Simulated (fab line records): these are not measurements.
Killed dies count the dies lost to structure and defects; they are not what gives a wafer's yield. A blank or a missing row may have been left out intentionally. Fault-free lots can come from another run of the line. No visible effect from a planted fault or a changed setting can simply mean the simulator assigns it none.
Split-lot experiment + flow n5_finfet + 21 wafers read from 7 lots, route of 1938 steps

== ON THE SPLIT ==
At N5_HKMG_FIN_ETCH_55 (etches SOC in N2/H2, target depth 240 nm, time 300 s), the setting time_s was moved away from the recipe's 300 s on 7 of the 21 wafers read, by -6.0% to +20.0%. This setting was run at the recipe's value on the other wafers.

Reading taken at the split's own step.

== THE READING ==
etch.depth_nm (the simulator's own value, which no gauge read), in nm, at N5_HKMG_FIN_ETCH_55 (etches SOC in N2/H2, target depth 240 nm, time 300 s). The file does not state a usual value for it. Average 241.8 nm, standard deviation 5.2 nm, over the 14 wafers here run with the recipe.

| wafer  | tool, chamber at the split | time_s as run, s | against the recipe | etch.depth_nm, nm | against lot-mates on the recipe |
|--------|----------------------------|------------------|--------------------|-------------------|---------------------------------|
| L079.3 | rie_diel-04, 2             | 300              | recipe             | 240.1             | -                               |
| L079.5 | rie_diel-04, 3             | 341.5            | +13.8%             | 267.4             | +28.6                           |
| L079.6 | rie_diel-04, 0             | 300              | recipe             | 237.4             | -                               |
| L086.2 | rie_diel-05, 2             | 317.6            | +5.9%              | 247.5             | +5.6                            |
| L086.3 | rie_diel-05, 3             | 300              | recipe             | 241.9             | -                               |
| L086.6 | rie_diel-05, 1             | 317.6            | +5.9%              | 240.7             | -1.2                            |
| L088.2 | rie_diel-04, 2             | 300              | recipe             | 238.6             | -                               |
| L088.4 | rie_diel-04, 0             | 300              | recipe             | 246.9             | -                               |
| L088.6 | rie_diel-04, 1             | 300              | recipe             | 245.6             | -                               |
| L091.1 | rie_diel-05, 3             | 360              | +20.0%             | 293.5             | +62.1                           |
| L091.4 | rie_diel-05, 2             | 300              | recipe             | 231.4             | -                               |
| L091.6 | rie_diel-05, 2             | 360              | +20.0%             | 276.6             | +45.2                           |
| L092.1 | rie_diel-04, 1             | 300              | recipe             | 245.5             | -                               |
| L092.3 | rie_diel-04, 2             | 300              | recipe             | 235.9             | -                               |
| L092.6 | rie_diel-04, 2             | 300              | recipe             | 236.9             | -                               |
| L095.2 | rie_diel-03, 2             | 300              | recipe             | 243.1             | -                               |
| L095.4 | rie_diel-03, 0             | 300              | recipe             | 246.5             | -                               |
| L095.5 | rie_diel-03, 1             | 300              | recipe             | 251.2             | -                               |
| L097.3 | rie_diel-04, 2             | 282.1            | -6.0%              | 231               | -13.2                           |
| L097.4 | rie_diel-04, 3             | 282.1            | -6.0%              | 218.4             | -25.8                           |
| L097.5 | rie_diel-04, 2             | 300              | recipe             | 244.2             | -                               |

FIT RESULTS
A straight line over all 21 wafers: etch.depth_nm changes by +2.12 nm for each +1% of time_s; r = +0.92; the points scatter about the line by 6.6 nm.
The same after taking each lot's own level away (the mean of its wafers on the recipe; 21 wafers): +2.56 nm for each +1%; r = +0.95; scatter 6.2 nm.
According to that fit, moving time_s by its largest amount changes the reading by 51 nm.
Across the lots, their own levels run from 231.40 to 246.93 nm, a range of 3.0 times the standard deviation given above.
Hence the slope depends on the lot-to-lot level, as the two fits are not the same.
Check: +42.5 nm against its lot-mates is what the line predicts for one of the wafers moved furthest among these (+20.0%) when that wafer is left out of the fit. It came out at +62.1 nm against them.

== ADDITIONAL SPLITS CARRIED BY THESE WAFERS ==
Note: prior to the reading, these wafers also went through further splits. Each is held against what the fit with the lots' levels taken away leaves over:
| other split on the same wafers       | wafers away from the commonest value | r with etch.depth_nm (lot level and that fit taken away) |
|--------------------------------------|--------------------------------------|----------------------------------------------------------|
| N5_WELL_APT_COAT_02 spin_rpm         | 10                                   | +0.21                                                    |
| N5_WELL_APT_COAT_19 spin_rpm         | 6                                    | -0.27                                                    |
| N5_FIN_SAQP_PECVD_06 time_s          | 7                                    | -0.56                                                    |
| N5_FIN_SAQP_PEB_14 peb_time_s        | 3                                    | +0.30                                                    |
| N5_DUMMY_GATE_COAT_28 spin_rpm       | 5                                    | -0.06                                                    |
| N5_SD_EPI_N_EPI_21 epi_growth_time_s | 6                                    | -0.08                                                    |

== THE WHOLE CHAIN: every reading that the file lists as answering this split, in the file's order ==
| step                | what it does                                         | reading                                                                    | change (the file's fit)              | r (the file's) |
|---------------------|------------------------------------------------------|----------------------------------------------------------------------------|--------------------------------------|----------------|
| N5_HKMG_FIN_ETCH_55 | etches SOC in N2/H2, target depth 240 nm, time 300 s | HKMG_FIN.feature_depth_nm (the simulator's own value, which no gauge read) | +2.41 nm for each +1% of the setting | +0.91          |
| N5_HKMG_FIN_ETCH_55 | etches SOC in N2/H2, target depth 240 nm, time 300 s | etch.depth_nm (the simulator's own value, which no gauge read)             | +2.41 nm for each +1% of the setting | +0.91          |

== THE FILE'S OWN FIT ==
etch.depth_nm changes by +2.41 nm for each +1% of time_s, r = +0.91.
